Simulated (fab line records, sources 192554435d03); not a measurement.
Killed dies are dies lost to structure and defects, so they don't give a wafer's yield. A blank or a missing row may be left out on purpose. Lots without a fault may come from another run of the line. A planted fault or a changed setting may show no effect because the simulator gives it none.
fab line records | flow n5_finfet
record lots=10 wafers=27 last_day=18
route steps=1938 shown SD_EPI_N@287 SD_EPI_P@310 BEOL_M4@1111
lots that met no fault: from a run of the same line without faults
start_h: hours from the record's first day to the start of the lot's first wafer shown | wait_h: hours since the lot's step before | " the same as in the row above | L1.1+2: a row that stands for several wafers | - no value, or no start given | * or withheld: withheld | < > ~ a bound
route shown NAME@n: a module of which the file shows steps, and the number in the route of the first | usual: mean/standard deviation of fault-free wafers | same: alike in all rows | chamber/n: place in a boat | sites: the reading at each site | _std_site: their standard deviation | _edge_site: outer sites' mean less inner sites' | radius_mm: how far each site lies from the wafer's centre | mask NAME#n: copy n | behind: the tool/chamber that last shaped the wafer | hold: why the lot was held/for how many hours/how that ended | device: the transistor (n, p or np) that didn't switch | end of line: the same wafers' tests at the end of the route | a step without rows: its recipe alone | killed: dies lost to structure and defects at the first sort, not the wafer's yield | map: a wafer's dies, x killed, . not, _ none there
set.NAME: the setting as run; set.NAME@STEP: as run at that earlier step | model.NAME: the simulator's own value behind a step, which no gauge read
steps of the route over a sample of lots; a table a step, a row a wafer
services: from which hour (start_h, from the record's first day; less than 0 if before it) a tool's chamber was out of use, for how many hours, and why
## steps
# step N5_SD_EPI_N_VAPOR_ETCH_50
# recipe chemistry=HCl target=Si temp_c=775 time_s=54 pressure_torr=20 mode=isotropic
# usual throttle_valve_pct=11.6/0.51
# columns lot.wafer tool chamber start_h wait_h throttle_valve_pct
L615.2 epi_rpcvd-04 0 53.02 0.3 11.3
L615.3 " 0 " " 11.6
L615.6 " 0 " " 11.6
L617.2 epi_rpcvd-02 0 62.00 0.4 10.9
L617.5 " 0 " " 10.6
L620.2 epi_rpcvd-01 0 82.78 0.3 12.0
L620.3 " 0 " " 11.7
L620.4 " 0 " " 12.0
L622.2 epi_rpcvd-04 0 91.71 0.4 11.2
L622.3 " 0 " " 11.4
L622.4 " 0 " " 11.5
L623.1 epi_rpcvd-04 0 99.83 0.4 11.5
L623.2 " 0 " " 11.4
L623.4 " 0 " " 11.5
L625.1 epi_rpcvd-04 0 113.45 0.4 11.6
L625.3 " 0 " " 11.5
L625.5 " 0 " " 11.2
L626.3 epi_rpcvd-04 0 120.15 0.3 11.5
L626.5 " 0 " " 11.3
L626.6 " 0 " " 11.6
L629.1 epi_rpcvd-01 0 136.34 0.4 12.2
L629.2 " 0 " " 12.1
L632.1 epi_rpcvd-01 0 151.41 0.3 12.0
L632.2 " 0 " " 12.0
L632.4 " 0 " " 12.0
L638.4 epi_rpcvd-01 0 189.56 0.2 12.2
L638.6 " 0 " " 12.2
# step N5_SD_EPI_N_INSPECT_26
# recipe inspect_instrument=darkfield mode=post_epi
# usual raw_defect_count=199/38
# columns lot.wafer tool chamber start_h wait_h raw_defect_count
L615.2 defect_inspect-01 - 55.46 0.2 193
L615.3 " - " " 191
L615.6 " - " " 197
L617.2 defect_inspect-02 - 65.10 0.1 255
L617.5 " - " " 171
L620.2 defect_inspect-02 - 85.21 0.1 173
L620.3 " - " " 283
L620.4 " - " " 231
L622.2 defect_inspect-01 - 95.19 0.1 187
L622.3 " - " " 194
L622.4 " - " " 163
L623.1 defect_inspect-02 - 102.92 0.1 186
L623.2 " - " " 216
L623.4 " - " " 151
L625.1 defect_inspect-02 - 116.53 0.1 168
L625.3 " - " " 228
L625.5 " - " " 219
L626.3 defect_inspect-01 - 123.14 0.1 157
L626.5 " - " " 152
L626.6 " - " " 176
L629.1 defect_inspect-02 - 139.73 0.1 284
L629.2 " - " " 232
L632.1 defect_inspect-01 - 153.95 0.1 159
L632.2 " - " " 165
L632.4 " - " " 175
L638.4 defect_inspect-02 - 192.25 0.1 158
L638.6 " - " " 150
# step N5_SD_EPI_P_ETCHBACK_46
# recipe chemistry=CH3F/O2 mode=anisotropic_etchback target=SiNx target_depth_a=175 stop_on=SiO2 over_etch_frac=0.3 ion_energy_ev=120 pressure_mtorr=30 source_w=395 bias_w=73 Ar_flow_sccm=150 CH3F_flow_sccm=30 O2_flow_sccm=20
# usual drypump_motor_current_A=5.7/0.59 oes_ar_750_au=0.79/0.097 oes_product_au=0.68/0.084 over_etch_frac=0.3/0 rf_vpp_V=297/5.6 showerhead_plenum_p_Torr=2.03/0.07 throttle_valve_pct=16.30/0.2
# columns lot.wafer tool chamber start_h wait_h drypump_motor_current_A oes_ar_750_au oes_product_au over_etch_frac rf_hours_counter_h rf_vpp_V showerhead_plenum_p_Torr throttle_valve_pct
L615.2 rie_diel-04 3 56.36 0.0 5.5 0.70 0.59 0.3 234 300 2.06 16.40
L615.3 " 1 " " 4.7 0.72 0.62 0.3 209 295 2.08 16.18
L615.6 " 2 " " 5.4 0.72 0.61 0.3 - 286 1.89 16.56
L617.2 rie_diel-03 3 66.08 0.0 6.2 0.68 0.59 0.3 236 286 1.90 16.71
L617.5 " 3 " " 6.2 0.69 0.58 0.3 - 285 1.90 16.71
L620.2 rie_diel-04 3 86.11 0.0 5.5 0.68 0.58 0.3 245 300 2.06 16.40
L620.3 " 0 " " 6.4 0.91 0.79 0.3 8 304 2.04 16.34
L620.4 " 0 " " 6.4 0.92 0.79 0.3 - 305 2.04 16.37
L622.2 rie_diel-06 2 96.09 0.0 5.5 0.69 0.59 0.3 245 297 1.98 16.35
L622.3 " 3 " " 6.0 0.80 0.68 0.3 115 295 2.02 16.18
L622.4 " 2 " " 5.5 0.69 0.58 0.3 - 297 1.98 16.32
L623.1 rie_diel-06 3 103.89 0.0 6.0 0.79 0.68 0.3 119 296 2.02 16.18
L623.2 " 2 " " 5.5 0.68 0.58 0.3 248 297 1.98 16.34
L623.4 " 3 " " 6.0 0.80 0.68 0.3 - 297 2.02 16.20
L625.1 rie_diel-06 1 117.43 0.0 6.7 0.72 0.61 0.3 190 294 2.06 16.47
L625.3 " 0 " " 5.9 0.97 0.83 0.3 2 306 2.07 16.10
L625.5 " 1 " " 6.7 0.72 0.60 0.3 - 291 2.06 16.45
L626.3 rie_diel-04 1 123.92 0.0 4.7 0.71 0.60 0.3 233 294 2.07 16.22
L626.5 " 3 " " 5.5 0.94 0.81 0.3 - 300 2.06 15.95
L626.6 " 0 " " 6.4 0.88 0.76 0.3 - 304 2.04 16.35
L629.1 rie_diel-04 1 140.63 0.0 4.6 0.71 0.60 0.3 238 298 2.07 16.24
L629.2 " 2 " " 5.4 0.94 0.73 0.47677 14 294 2.14 16.12
L632.1 rie_diel-04 2 155.39 0.0 5.4 0.93 0.78 0.3 19 292 2.14 16.14
L632.2 " 1 " " 4.7 0.71 0.56 0.47677 243 296 2.07 16.23
L632.4 " 3 " " 5.5 0.91 0.77 0.3 13 301 2.05 15.97
L638.4 rie_diel-06 0 193.03 0.0 5.9 0.89 0.78 0.3 27 307 2.06 16.16
L638.6 " 3 " " 6.0 0.78 0.66 0.3 - 297 2.01 16.24
# step N5_SD_EPI_P_ETCH_16
# recipe chemistry=CHF3/O2 target=SiO2 target_depth_a=50 mask_material=SOC pressure_mtorr=30 source_w=650 bias_w=170 Ar_flow_sccm=200 CHF3_flow_sccm=50 O2_flow_sccm=5 ion_energy_ev=200
# usual drypump_motor_current_A=5.7/0.59 oes_ar_750_au=0.79/0.097 oes_product_au=0.79/0.1 rf_vpp_V=524/9.9 showerhead_plenum_p_Torr=2.44/0.081 throttle_valve_pct=18.84/0.19
# columns lot.wafer tool chamber start_h wait_h drypump_motor_current_A oes_ar_750_au oes_product_au rf_hours_counter_h rf_vpp_V showerhead_plenum_p_Torr throttle_valve_pct
L615.2 rie_diel-04 3 56.56 0.1 5.5 0.69 0.68 234 530 2.49 18.90
L615.3 " 1 " " 4.7 0.73 0.72 209 521 2.50 18.71
L615.6 " 2 " " 5.4 0.72 0.71 - 507 2.29 19.08
L617.2 rie_diel-03 3 66.28 0.1 6.2 0.69 0.68 236 503 2.29 19.24
L617.5 " 3 " " 6.2 0.69 0.67 - 503 2.29 19.25
L620.2 rie_diel-04 3 86.31 0.1 5.5 0.68 0.67 245 529 2.48 18.91
L620.3 " 0 " " 6.4 0.92 0.95 8 535 2.46 18.94
L620.4 " 0 " " 6.4 0.92 0.93 - 538 2.46 18.93
L622.2 rie_diel-06 2 96.29 0.1 5.4 0.69 0.67 245 521 2.38 18.79
L622.3 " 3 " " 6.0 0.80 0.80 115 523 2.43 18.76
L622.4 " 2 " " 5.5 0.69 0.67 - 522 2.38 18.80
L623.1 rie_diel-06 3 104.09 0.1 6.0 0.79 0.79 119 521 2.43 18.74
L623.2 " 2 " " 5.5 0.69 0.67 248 522 2.38 18.79
L623.4 " 3 " " 6.0 0.79 0.79 - 522 2.43 18.75
L625.1 rie_diel-06 1 117.63 0.1 6.7 0.71 0.70 190 515 2.48 18.99
L625.3 " 0 " " 5.9 0.97 0.99 2 536 2.48 18.68
L625.5 " 1 " " 6.7 0.72 0.70 - 514 2.48 19.01
L626.3 rie_diel-04 1 124.12 0.1 4.7 0.71 0.71 233 521 2.49 18.74
L626.5 " 3 " " 5.5 0.93 0.94 - 530 2.48 18.55
L626.6 " 0 " " 6.4 0.89 0.91 - 536 2.45 18.95
L629.1 rie_diel-04 1 140.83 0.1 4.7 0.71 0.70 238 520 2.49 18.75
L629.2 " 2 " " 5.4 0.94 0.93 14 515 2.57 18.72
L632.1 rie_diel-04 2 155.59 0.1 5.4 0.93 0.93 19 516 2.56 18.73
L632.2 " 1 " " 4.7 0.71 0.70 243 519 2.49 18.75
L632.4 " 3 " " 5.5 0.90 0.91 13 530 2.47 18.57
L638.4 rie_diel-06 0 193.23 0.1 5.9 0.90 0.90 27 538 2.47 18.73
L638.6 " 3 " " 6.0 0.77 0.77 - 523 2.42 18.79
# step N5_BEOL_M4_RC_MEAS_101
# usual DIBL_N=36.3/1.7 DIBL_P=36.0/1.9 IOFF_N=0.156/0.028 IOFF_P=0.21/0.036 ION_N=675/11 ION_P=463/7.8 SS_N=71.6/0.59 SS_P=73.2/0.63 VT_N=250/3.1 VT_P=-251/3.4
# columns lot.wafer tool chamber start_h wait_h DIBL_N[mV/V] DIBL_P[mV/V] IOFF_N[nA/um] IOFF_P[nA/um] ION_N[uA/um] ION_P[uA/um] SS_N[mV/dec] SS_P[mV/dec] VT_N[mV] VT_P[mV]
L615.2 prober-02 0 161.97 0.9 32.5 34.3 0.114 0.16 661 455 71.2 72.2 252 -255
L615.3 " 0 " " 34.3 35.3 0.124 0.17 671 459 71.5 72.8 251 -252
L615.6 " 0 " " 35.5 36.1 0.148 0.19 671 457 72.2 73.0 248 -252
L617.2 prober-01 0 175.46 0.2 36.3 36.5 0.166 0.22 681 471 72.3 73.6 250 -249
L617.5 " 0 " " 35.4 36.5 0.161 0.21 682 468 72.3 72.4 246 -252
L620.2 prober-02 0 193.92 0.2 34.2 33.5 0.128 0.19 673 464 71.0 72.3 250 -252
L620.3 " 0 " " 35.6 35.0 0.146 0.22 661 457 71.8 72.8 252 -249
L620.4 " 0 " " 36.1 34.7 0.155 0.21 667 461 71.4 72.6 251 -248
L623.1 prober-02 0 204.67 0.0 34.3 33.6 0.128 0.17 674 460 70.8 72.6 253 -251
L623.2 " 0 " " 34.4 34.0 0.122 0.17 663 451 71.3 73.4 252 -254
L623.4 " 0 " " 38.4 38.9 0.192 0.25 678 458 72.2 74.0 247 -249
L622.2 prober-01 0 210.53 0.2 37.0 37.0 0.159 0.22 675 461 71.3 73.8 248 -247
L622.3 " 0 " " 37.8 38.1 0.195 0.26 691 475 71.4 73.9 245 -244
L622.4 " 0 " " 36.4 35.9 0.144 0.20 662 458 72.1 73.5 250 -249
L625.1 prober-02 0 227.23 0.0 32.8 32.7 0.098 0.14 642 443 70.1 72.1 258 -257
L625.3 " 0 " " 35.2 34.5 0.137 0.15 668 450 71.6 71.6 250 -257
L625.5 " 0 " " 35.2 36.2 0.135 0.18 683 463 70.9 72.6 252 -253
L626.3 prober-01 0 230.17 0.3 36.4 35.7 0.143 0.19 666 454 71.9 73.5 252 -253
L626.5 " 0 " " 35.6 34.7 0.124 0.17 661 454 70.9 73.0 256 -257
L626.6 " 0 " " 37.5 35.7 0.168 0.19 674 457 72.2 73.5 251 -255
L629.1 prober-02 0 248.31 0.0 36.5 37.7 0.165 0.19 676 454 72.8 72.5 252 -251
L629.2 " 0 " " 36.7 38.3 0.153 0.20 670 460 71.7 73.7 251 -251
L632.1 prober-02 0 261.07 0.0 34.7 35.2 0.133 0.18 671 453 71.5 73.1 253 -251
L632.2 " 0 " " 34.9 36.2 0.141 0.20 669 465 71.5 73.3 252 -253
L632.4 " 0 " " 35.6 35.2 0.151 0.18 667 458 71.8 73.2 254 -253
L638.4 prober-01 0 320.54 0.5 36.5 35.5 0.142 0.22 667 466 71.1 72.7 250 -247
L638.6 " 0 " " 41.0 40.2 0.249 0.32 689 478 72.7 74.6 242 -245
## services
# columns tool chamber start_h hours kind
rie_diel-04 0 51.32 - clean
rie_diel-04 0 51.32 - consumable_replace:focus_ring
rie_diel-04 0 51.32 13.0 scheduled_down
rie_diel-04 0 51.32 13.0 vent_cycle
rie_diel-03 1 59.88 17.3 repair
rie_diel-03 2 70.11 5.4 repair
rie_diel-04 2 75.18 - clean
rie_diel-04 2 75.18 - consumable_replace:focus_ring
rie_diel-04 2 75.18 - consumable_replace:showerhead
rie_diel-04 2 75.18 23.0 scheduled_down
rie_diel-04 2 75.18 23.0 vent_cycle
rie_diel-06 0 95.13 - clean
rie_diel-04 3 101.37 - clean
rie_diel-04 3 101.37 - consumable_replace:focus_ring
rie_diel-04 3 101.37 12.9 scheduled_down
rie_diel-04 3 101.37 12.9 vent_cycle
rie_diel-06 3 104.73 4.3 repair
epi_rpcvd-02 - 121.37 2.8 pm
epi_rpcvd-01 - 171.75 2.8 pm
rie_diel-04 1 179.78 2.1 repair
rie_diel-04 1 183.93 - clean
rie_diel-04 1 183.93 - consumable_replace:focus_ring
rie_diel-04 1 183.93 21.3 scheduled_down
rie_diel-04 1 183.93 21.3 vent_cycle
## key
first_sign step=N5_SD_EPI_P_ETCHBACK_46 reading=over_etch_frac direction=up sigmas=99+ usual=0.3 struck=0.47677
effect none on later readings
met_at N5_SD_EPI_P_ETCHBACK_46
struck_lots L629,L632
struck_wafers L629.2,L632.2
not_acting_at N5_SD_EPI_N_VAPOR_ETCH_50,N5_SD_EPI_N_INSPECT_26,N5_SD_EPI_P_ETCH_16
onset_between 123.92 140.63
fault kind=process_parameter_drift tool=rie_diel-04 chamber=- onset_h=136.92 steps=N5_SD_EPI_P_ETCHBACK_46 channel=over_etch_frac offset=0.17677 shape=step end_h=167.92 scope=struck_wafers_only acts_in=these_recipes_only stated=0.3
